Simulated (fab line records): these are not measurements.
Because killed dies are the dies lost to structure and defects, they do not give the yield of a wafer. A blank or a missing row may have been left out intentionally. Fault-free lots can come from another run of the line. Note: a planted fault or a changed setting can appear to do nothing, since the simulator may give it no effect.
Chamber matching || flow n5-finfet || N5_DUMMY_REMOVAL_HM_STRIP_01 on rie-diel-02 has 4 sister chambers
The step strips SiNx in CH3F/O2, stops on poly-Si, target depth 4 nm, time 6.8 s. 27 wafers are shown with their chamber, then 12 later ones without.

## EACH WAFER AND ITS CHAMBER
{"wafer": "L076.1", "chamber": 3, "showerhead-plenum-p-Torr (Torr)": 1.97, "throttle-valve-pct (%)": 16.56, "oes-product-au (a.u.)": 0.59}
{"wafer": "L076.2", "chamber": 2, "showerhead-plenum-p-Torr (Torr)": 2.04, "throttle-valve-pct (%)": 16.23, "oes-product-au (a.u.)": 0.58}
{"wafer": "L076.3", "chamber": 0, "showerhead-plenum-p-Torr (Torr)": 2.04, "throttle-valve-pct (%)": 16.13, "oes-product-au (a.u.)": 0.76}
{"wafer": "L076.4", "chamber": 1, "showerhead-plenum-p-Torr (Torr)": 2.02, "throttle-valve-pct (%)": 16.30, "oes-product-au (a.u.)": 0.60}
{"wafer": "L076.5", "chamber": 3, "showerhead-plenum-p-Torr (Torr)": 1.97, "throttle-valve-pct (%)": 16.57, "oes-product-au (a.u.)": 0.60}
{"wafer": "L076.6", "chamber": 2, "showerhead-plenum-p-Torr (Torr)": 2.04, "throttle-valve-pct (%)": 16.22, "oes-product-au (a.u.)": 0.59}
{"wafer": "L077.1", "chamber": 2, "showerhead-plenum-p-Torr (Torr)": 2.04, "throttle-valve-pct (%)": 16.23, "oes-product-au (a.u.)": 0.58}
{"wafer": "L077.2", "chamber": 1, "showerhead-plenum-p-Torr (Torr)": 2.01, "throttle-valve-pct (%)": 16.31, "oes-product-au (a.u.)": 0.60}
{"wafer": "L077.3", "chamber": 0, "showerhead-plenum-p-Torr (Torr)": 2.04, "throttle-valve-pct (%)": 16.15, "oes-product-au (a.u.)": 0.75}
{"wafer": "L077.4", "chamber": 3, "showerhead-plenum-p-Torr (Torr)": 1.97, "throttle-valve-pct (%)": 16.56, "oes-product-au (a.u.)": 0.59}
{"wafer": "L077.5", "chamber": 3, "showerhead-plenum-p-Torr (Torr)": 1.97, "throttle-valve-pct (%)": 16.55, "oes-product-au (a.u.)": 0.59}
{"wafer": "L077.6", "chamber": 0, "showerhead-plenum-p-Torr (Torr)": 2.04, "throttle-valve-pct (%)": 16.14, "oes-product-au (a.u.)": 0.75}
{"wafer": "L078.1", "chamber": 3, "showerhead-plenum-p-Torr (Torr)": 1.97, "throttle-valve-pct (%)": 16.56, "oes-product-au (a.u.)": 0.58}
{"wafer": "L078.2", "chamber": 2, "showerhead-plenum-p-Torr (Torr)": 2.04, "throttle-valve-pct (%)": 16.22, "oes-product-au (a.u.)": 0.58}
{"wafer": "L078.6", "chamber": 0, "showerhead-plenum-p-Torr (Torr)": 2.04, "throttle-valve-pct (%)": 16.16, "oes-product-au (a.u.)": 0.75}
{"wafer": "L087.3", "chamber": 1, "showerhead-plenum-p-Torr (Torr)": 2.01, "throttle-valve-pct (%)": 16.34, "oes-product-au (a.u.)": 0.58}
{"wafer": "L087.5", "chamber": 3, "showerhead-plenum-p-Torr (Torr)": 1.97, "throttle-valve-pct (%)": 16.59, "oes-product-au (a.u.)": 0.58}
{"wafer": "L087.6", "chamber": 0, "showerhead-plenum-p-Torr (Torr)": 2.04, "throttle-valve-pct (%)": 16.19, "oes-product-au (a.u.)": 0.72}
{"wafer": "L085.1", "chamber": 1, "showerhead-plenum-p-Torr (Torr)": 2.01, "throttle-valve-pct (%)": 16.32, "oes-product-au (a.u.)": 0.59}
{"wafer": "L085.2", "chamber": 0, "showerhead-plenum-p-Torr (Torr)": 2.04, "throttle-valve-pct (%)": 16.19, "oes-product-au (a.u.)": 0.72}
{"wafer": "L085.3", "chamber": 2, "showerhead-plenum-p-Torr (Torr)": 2.03, "throttle-valve-pct (%)": 16.27, "oes-product-au (a.u.)": 0.57}
{"wafer": "L085.4", "chamber": 3, "showerhead-plenum-p-Torr (Torr)": 1.97, "throttle-valve-pct (%)": 16.62, "oes-product-au (a.u.)": 0.58}
{"wafer": "L085.5", "chamber": 0, "showerhead-plenum-p-Torr (Torr)": 2.04, "throttle-valve-pct (%)": 16.18, "oes-product-au (a.u.)": 0.72}
{"wafer": "L085.6", "chamber": 1, "showerhead-plenum-p-Torr (Torr)": 2.01, "throttle-valve-pct (%)": 16.35, "oes-product-au (a.u.)": 0.59}
{"wafer": "L091.1", "chamber": 3, "showerhead-plenum-p-Torr (Torr)": 1.96, "throttle-valve-pct (%)": 16.62, "oes-product-au (a.u.)": 0.57}
{"wafer": "L091.2", "chamber": 0, "showerhead-plenum-p-Torr (Torr)": 2.03, "throttle-valve-pct (%)": 16.20, "oes-product-au (a.u.)": 0.72}
{"wafer": "L091.6", "chamber": 1, "showerhead-plenum-p-Torr (Torr)": 2.01, "throttle-valve-pct (%)": 16.36, "oes-product-au (a.u.)": 0.58}

SIGNATURES (averages over the wafers above)
{"reading": "showerhead-plenum-p-Torr", "chamber 0": 2.0387, "chamber 1": 2.0117, "chamber 2": 2.0380, "chamber 3": 1.9688, "scatter within a chamber": 0.00384}
{"reading": "throttle-valve-pct", "chamber 0": 16.1675, "chamber 1": 16.3300, "chamber 2": 16.2340, "chamber 3": 16.5787, "scatter within a chamber": 0.0253}
{"reading": "oes-product-au", "chamber 0": 0.7362, "chamber 1": 0.5900, "chamber 2": 0.5800, "chamber 3": 0.5850, "scatter within a chamber": 0.0121}
Rule: distance of a wafer from a chamber = root of the sum over the readings of ((wafer's reading minus chamber's mean) / reading's scatter) squared. The wafer belongs to the nearest chamber; if the next one is less than 2 further off, it can't be placed. The scatter: the root of (the sum of the squares of (reading less its chamber's mean) over the shown wafers, divided by (wafers less chambers)).

## WAFERS WHOSE CHAMBER IS MISSING
{"wafer": "L090.2", "showerhead-plenum-p-Torr (Torr)": 1.96, "throttle-valve-pct (%)": 16.63, "oes-product-au (a.u.)": 0.58}
{"wafer": "L090.4", "showerhead-plenum-p-Torr (Torr)": 2.03, "throttle-valve-pct (%)": 16.20, "oes-product-au (a.u.)": 0.71}
{"wafer": "L090.5", "showerhead-plenum-p-Torr (Torr)": 1.96, "throttle-valve-pct (%)": 16.62, "oes-product-au (a.u.)": 0.57}
{"wafer": "L093.1", "showerhead-plenum-p-Torr (Torr)": 1.96, "throttle-valve-pct (%)": 16.62, "oes-product-au (a.u.)": 0.58}
{"wafer": "L093.3", "showerhead-plenum-p-Torr (Torr)": 2.03, "throttle-valve-pct (%)": 16.19, "oes-product-au (a.u.)": 0.71}
{"wafer": "L093.4", "showerhead-plenum-p-Torr (Torr)": 2.03, "throttle-valve-pct (%)": 16.19, "oes-product-au (a.u.)": 0.72}
{"wafer": "L094.1", "showerhead-plenum-p-Torr (Torr)": 2.03, "throttle-valve-pct (%)": 16.29, "oes-product-au (a.u.)": 0.57}
{"wafer": "L094.2", "showerhead-plenum-p-Torr (Torr)": 1.96, "throttle-valve-pct (%)": 16.62, "oes-product-au (a.u.)": 0.56}
{"wafer": "L094.3", "showerhead-plenum-p-Torr (Torr)": 2.01, "throttle-valve-pct (%)": 16.35, "oes-product-au (a.u.)": 0.58}
{"wafer": "L094.4", "showerhead-plenum-p-Torr (Torr)": 2.03, "throttle-valve-pct (%)": 16.22, "oes-product-au (a.u.)": 0.71}
{"wafer": "L094.5", "showerhead-plenum-p-Torr (Torr)": 1.96, "throttle-valve-pct (%)": 16.62, "oes-product-au (a.u.)": 0.57}
{"wafer": "L094.6", "showerhead-plenum-p-Torr (Torr)": 2.03, "throttle-valve-pct (%)": 16.21, "oes-product-au (a.u.)": 0.70}

## CHAMBER TAKEN BY EACH
{"wafer": "L090.2", "from the rows above": 3, "in truth": 3}
{"wafer": "L090.4", "from the rows above": 0, "in truth": 0}
{"wafer": "L090.5", "from the rows above": 3, "in truth": 3}
{"wafer": "L093.1", "from the rows above": 3, "in truth": 3}
{"wafer": "L093.3", "from the rows above": 0, "in truth": 0}
{"wafer": "L093.4", "from the rows above": 0, "in truth": 0}
{"wafer": "L094.1", "from the rows above": 2, "in truth": 2}
{"wafer": "L094.2", "from the rows above": 3, "in truth": 3}
{"wafer": "L094.3", "from the rows above": 1, "in truth": 1}
{"wafer": "L094.4", "from the rows above": 0, "in truth": 0}
{"wafer": "L094.5", "from the rows above": 3, "in truth": 3}
{"wafer": "L094.6", "from the rows above": 0, "in truth": 0}
12 of 12 placed correctly. Can't be placed from these rows: 0. 0 placed wrongly.
